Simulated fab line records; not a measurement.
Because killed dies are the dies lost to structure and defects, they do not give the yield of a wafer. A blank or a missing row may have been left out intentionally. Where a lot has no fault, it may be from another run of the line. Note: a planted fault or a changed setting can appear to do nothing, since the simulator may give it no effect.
Struck lot and sound lot, side by side	flow n5-finfet	14 out of 1938 route steps
Sound: these wafers, L159.1, L159.2, L159.6. Struck: wafer L163.2 (L163.4, L163.5, from the same lot, were not struck and are left out); the cause is given at the end.
For every step that has rows: the tool of each side, followed by ch and its chambers, followed by its first start. Under that, the readings that differ: sound wafers	struck wafers	difference of the means	sigmas: that difference in standard deviations of wafers without a fault.
alike: a reading whose means differ by less than 2 such deviations, as well as words and numbers matching on both sides. not compared: withheld readings; readings where some wafer has no value; bounds like >300 that might hide an equal value; numbers whose values overlap and for which the record gives no deviation.
A row with sigmas, a row that says differs or no value, or rows on one side alone: a step with any of these is where the two part. Numbers that don't overlap but have no deviation are shown without sigmas and don't part them. Lack of a reading on every wafer of one side parts them only where that side has two or more wafers.

first, 5 steps without rows for these wafers: N5_BEOL_M11_EBR_24; N5_BEOL_M11_SOFTBAKE_23 (time 60 s); N5_BEOL_M11_EXPOSE_25 (exposes mask V10); N5_BEOL_M11_PEB_26 (peb time 60 s); N5_BEOL_M11_DEVELOP_27 (develop time 30 s).
N5_BEOL_M11_CD_MEAS_28 targets a cd of 70 nm.
  sound on cd-sem-01 ch 0, day 10 19:49; struck on cd-sem-03 ch 0, day 11 20:04
  alike: cd-nm
N5_BEOL_M11_OVL_MEAS_29:
  sound on overlay-01 ch 0, day 10 19:51; struck on overlay-02 ch 0, day 11 20:05
reading	sound	struck	difference	sigmas
V10_OVL (nm)	-1.1 -0.8 -0.6	1.6	+2.4	+3
N5_BEOL_M11_INSPECT_30: inspects for defects (brightfield).
  sound on defect-inspect-01, day 10 19:52; struck on defect-inspect-01, day 11 20:07
  alike: raw-defect-count
N5_BEOL_M11_DESCUM_33: chemistry O2, time 7.9 s.
  sound on rie-diel-03 ch 0,1,3, day 10 20:01; struck on rie-diel-03 ch 2, day 11 20:26
  alike: bias-power-w, chamber-pressure-mTorr, drypump-motor-current-A, oes-product-au, rf-fwd-power-W, rf-vpp-V, showerhead-plenum-p-Torr, temp-c, throttle-valve-pct
  not compared: rf-hours-counter-h
N5_BEOL_M11_ETCH_65: etches SiARC in CF4, target depth 39 nm, time 65 s.
  sound on rie-diel-03 ch 0,1,3, day 10 20:04; struck on rie-diel-03 ch 2, day 11 20:28
reading	sound	struck	difference	sigmas
chamber-pressure-mTorr (mTorr)	40.00 39.97 39.95	40.05	+0.08	+2
  alike: drypump-motor-current-A, etch-rf-on-time-s, oes-product-au, rf-fwd-power-W, rf-vpp-V, showerhead-plenum-p-Torr, throttle-valve-pct
  not compared: rf-hours-counter-h
N5_BEOL_M11_ETCH_66: etches SOC in N2/H2, target depth 120 nm, overetch 24 nm, time 180 s.
  sound on rie-diel-03 ch 0,1,3, day 10 20:07; struck on rie-diel-03 ch 2, day 11 20:31
  alike: chamber-pressure-mTorr, drypump-motor-current-A, oes-product-au, rf-fwd-power-W, rf-vpp-V, run-length-s, showerhead-plenum-p-Torr, temp-c, throttle-valve-pct
  not compared: rf-hours-counter-h
then, 1 step without rows for these wafers: N5_BEOL_M11_STRIP_69 (strips in N2/H2).
N5_BEOL_M11_VIA_ETCH_34: etches SiCOH lowk in C4F6/O2, target depth 184.5 nm, time 69.2 s.
  sound on rie-diel-03 ch 0,1,3, day 10 20:14; struck on rie-diel-03 ch 2, day 11 20:39
reading	sound	struck	difference	sigmas
run-length-s (s)	92.5 91.8 93.1	88.4	-4.1	-9
model.etch.depth-nm (nm)	182.3 189.5 187.6	169.2	-17.3	
model.SOC_of_BEOL_M11_COAT_63.thk-nm (nm)	92.4 92.2 92.2	92.6	+0.3	
  alike: chamber-pressure-mTorr, drypump-motor-current-A, oes-product-au, rf-vpp-V, showerhead-plenum-p-Torr, throttle-valve-pct
  not compared: rf-fwd-power-W, rf-hours-counter-h
then, 1 step without rows for these wafers: N5_BEOL_M11_STRIP_73 (strips in C4F6/O2).

WHERE THEY PART
First at N5_BEOL_M11_OVL_MEAS_29; last, within this record, at N5_BEOL_M11_VIA_ETCH_34.

WHY: what the simulator had put in
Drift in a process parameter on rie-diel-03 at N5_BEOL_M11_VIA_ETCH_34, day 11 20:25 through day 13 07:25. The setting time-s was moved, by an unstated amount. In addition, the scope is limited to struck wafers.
